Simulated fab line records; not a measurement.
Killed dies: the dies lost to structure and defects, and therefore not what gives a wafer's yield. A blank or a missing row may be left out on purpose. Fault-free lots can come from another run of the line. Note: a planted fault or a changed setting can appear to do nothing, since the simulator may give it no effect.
The tool behind it: which one? + flow n5-finfet + Sampling: 12 lots, 35 wafers, 4 of 1938 route steps

## WHAT THE GAUGES SHOWED, per wafer
N5_BEOL_M0_SAQP_CD_MEAS_40: the cd target is 30 nm. Usual: cd-nm reads 29.95 nm (standard deviation 0.24).
| lot  | measured     | on        | cd-nm (nm)        | flag |
|------|--------------|-----------|-------------------|------|
| L297 | day 5 18:22  | cd-sem-01 | 29.77 30.04       |      |
| L300 | day 6 08:24  | cd-sem-03 | 29.77 29.69 29.84 |      |
| L301 | day 6 20:02  | cd-sem-02 | 30.17 29.80 29.51 |      |
| L302 | day 7 01:22  | cd-sem-01 | 29.73 29.76 29.88 |      |
| L303 | day 7 03:49  | cd-sem-01 | 29.88 29.69 30.24 |      |
| L307 | day 8 08:12  | cd-sem-03 | 29.75 30.11 29.94 |      |
| L308 | day 8 16:01  | cd-sem-01 | 29.96 30.35 30.09 |      |
| L309 | day 9 00:51  | cd-sem-01 | 30.41 30.13 30.53 |      |
| L312 | day 9 12:05  | cd-sem-02 | 29.94 30.01 29.72 |      |
| L313 | day 9 14:52  | cd-sem-03 | 30.06 29.92 30.11 |      |
| L314 | day 9 22:46  | cd-sem-02 | 29.82 29.97 29.89 |      |
| L320 | day 11 15:13 | cd-sem-03 | 30.02 30.12 29.96 |      |

N5_BEOL_M0_CUTY_OVL_MEAS_58. Usual: M0_ABLK_OVL gives -0.4 nm (standard deviation 0.64).
| lot  | measured     | on         | M0_ABLK_OVL (nm) | flag |
|------|--------------|------------|------------------|------|
| L297 | day 5 20:31  | overlay-01 | -1.2 -1.0        |      |
| L300 | day 6 10:03  | overlay-01 | -0.4 0.0 -0.5    |      |
| L301 | day 6 21:31  | overlay-02 | -0.4 0.0 -0.3    |      |
| L302 | day 7 02:57  | overlay-02 | -1.1 -1.9 -1.3   |      |
| L303 | day 7 05:38  | overlay-02 | 0.4 -0.3 -1.4    |      |
| L307 | day 8 09:46  | overlay-02 | 5.5 5.4 5.2      | OFF  |
| L308 | day 8 17:20  | overlay-02 | 5.7 5.3 5.4      | OFF  |
| L309 | day 9 02:38  | overlay-02 | 6.1 5.4 6.1      | OFF  |
| L312 | day 9 13:34  | overlay-01 | -0.3 0.2 0.8     |      |
| L313 | day 9 16:40  | overlay-02 | -1.3 -0.7 -0.9   |      |
| L314 | day 10 00:18 | overlay-01 | 0.6 0.2 0.5      |      |
| L320 | day 11 16:33 | overlay-02 | 0.1 0.1 0.5      |      |

## WHAT TOOL EACH LOT RAN ON (gives the tool, then ch and the chambers of the sampled wafers, and finally the start)
| lot  | N5_BEOL_M0_SAQP_DESCUM_45         | N5_BEOL_M0_CUTY_EXPOSE_54          |
|------|-----------------------------------|------------------------------------|
| L297 | rie-diel-06 ch 0,3, day 5 18:59   | arfi-scanner-03 ch 0, day 5 20:22  |
| L300 | rie-diel-06 ch 0,2,3, day 6 08:40 | arfi-scanner-02 ch 0, day 6 09:54  |
| L301 | rie-diel-04 ch 1,2, day 6 20:10   | arfi-scanner-01 ch 0, day 6 21:22  |
| L302 | rie-diel-04 ch 1,2,3, day 7 01:32 | arfi-scanner-02 ch 0, day 7 02:48  |
| L303 | rie-diel-02 ch 2,3, day 7 04:16   | arfi-scanner-01 ch 0, day 7 05:29  |
| L307 | rie-diel-02 ch 1,3, day 8 08:19   | arfi-scanner-01 ch 0, day 8 09:37  |
| L308 | rie-diel-06 ch 0,1, day 8 16:08   | arfi-scanner-01 ch 0, day 8 17:11  |
| L309 | rie-diel-06 ch 0,1,3, day 9 01:17 | arfi-scanner-01 ch 0, day 9 02:29  |
| L312 | rie-diel-02 ch 0,2, day 9 12:13   | arfi-scanner-03 ch 0, day 9 13:25  |
| L313 | rie-diel-02 ch 1,3, day 9 15:16   | arfi-scanner-02 ch 0, day 9 16:31  |
| L314 | rie-diel-06 ch 0,1, day 9 23:05   | arfi-scanner-02 ch 0, day 10 00:09 |
| L320 | rie-diel-02 ch 0,2, day 11 15:20  | arfi-scanner-03 ch 0, day 11 16:24 |
- N5_BEOL_M0_SAQP_DESCUM_45: chemistry O2, time 7 s.
- N5_BEOL_M0_CUTY_EXPOSE_54: exposes mask M0 ABLK.

## AS READ BY THE TOOLS THEMSELVES (means over the sampled wafers that have a number; for cases with no such wafer, the mark the record gives instead)
N5_BEOL_M0_SAQP_DESCUM_45. Usual: drypump-motor-current-A 5.3 A, standard deviation 0.48; oes-product-au 0.79 a.u., standard deviation 0.11; rf-vpp-V 243.4 V, standard deviation 1.5; showerhead-plenum-p-Torr 2.10 Torr, standard deviation 0.084; throttle-valve-pct 20.47 %, standard deviation 0.23.
| lot  | tool        | drypump-motor-current-A (A) | oes-product-au (a.u.) | rf-vpp-V (V) | showerhead-plenum-p-Torr (Torr) | throttle-valve-pct (%) | flag |
|------|-------------|-----------------------------|-----------------------|--------------|---------------------------------|------------------------|------|
| L297 | rie-diel-06 | 4.8                         | 0.73                  | 244.2        | 2.08                            | 20.55                  |      |
| L300 | rie-diel-06 | 4.7                         | 0.71                  | 242.5        | 2.04                            | 20.53                  |      |
| L301 | rie-diel-04 | 5.3                         | 0.80                  | 243.5        | 2.12                            | 20.36                  |      |
| L302 | rie-diel-04 | 5.4                         | 0.79                  | 243.9        | 2.15                            | 20.57                  |      |
| L303 | rie-diel-02 | 5.6                         | 0.71                  | 245.0        | 2.17                            | 20.73                  |      |
| L307 | rie-diel-02 | 5.9                         | 0.70                  | 242.8        | 2.10                            | 20.67                  |      |
| L308 | rie-diel-06 | 5.1                         | 0.79                  | 242.1        | 2.02                            | 20.58                  |      |
| L309 | rie-diel-06 | 5.1                         | 0.78                  | 243.5        | 2.07                            | 20.55                  |      |
| L312 | rie-diel-02 | 5.6                         | 0.78                  | 244.3        | 2.19                            | 20.56                  |      |
| L313 | rie-diel-02 | 5.9                         | 0.91                  | 243.1        | 2.10                            | 20.38                  |      |
| L314 | rie-diel-06 | 5.1                         | 0.79                  | 241.4        | 2.02                            | 20.60                  |      |
| L320 | rie-diel-02 | 5.7                         | 0.82                  | 245.0        | 2.20                            | 20.40                  |      |

N5_BEOL_M0_CUTY_EXPOSE_54. Usual: reticle-temp-C reads 23.00 C (standard deviation 0.11).
| lot  | tool            | reticle-temp-C (C) | flag |
|------|-----------------|--------------------|------|
| L297 | arfi-scanner-03 | 23.06              |      |
| L300 | arfi-scanner-02 | 22.82              |      |
| L301 | arfi-scanner-01 | 22.96              |      |
| L302 | arfi-scanner-02 | 22.96              |      |
| L303 | arfi-scanner-01 | 22.88              |      |
| L307 | arfi-scanner-01 | 23.14              |      |
| L308 | arfi-scanner-01 | 23.15              |      |
| L309 | arfi-scanner-01 | 23.03              |      |
| L312 | arfi-scanner-03 | 23.09              |      |
| L313 | arfi-scanner-02 | 22.97              |      |
| L314 | arfi-scanner-02 | 22.94              |      |
| L320 | arfi-scanner-03 | 22.98              |      |

## THE ANSWER, worked out from the rows above alone
Rule: a lot counts as off when the mean over its wafers that have a number is more than 3 standard deviations away from the usual mean. Also off: a lot with no number at a reading for which 4 or more lots have one. Where the step has rows for the other lots, those lots are counted as sound. Order of review: gauges by route order, followed by the tools' own readings, for which a lot's mean as printed above is used. At the first step where some lot is off, the reading lying furthest off is the one used; lots without a number count as furthest.
Off: L307, L308, L309, seen at N5_BEOL_M0_CUTY_OVL_MEAS_58 (M0_ABLK_OVL).
A tool fits if, at a process step before that reading, it ran every lot that is off, and no sound lot after the first of them. The gauges at N5_BEOL_M0_CUTY_OVL_MEAS_58 are tried like those tools. One fits: arfi-scanner-01 at N5_BEOL_M0_CUTY_EXPOSE_54. A fault onset in the window from L303 (day 7 05:29, its last sound lot) to L307 (day 8 09:37, its first lot off) fits.

## WHAT THE SIMULATOR PUT IN
Scanner matching overlay: arfi-scanner-01, from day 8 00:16 on, at N5_BEOL_M0_CUTY_EXPOSE_54. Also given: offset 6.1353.
Shown lots that were struck: L307, L308, L309. This agrees with what the rule above found.
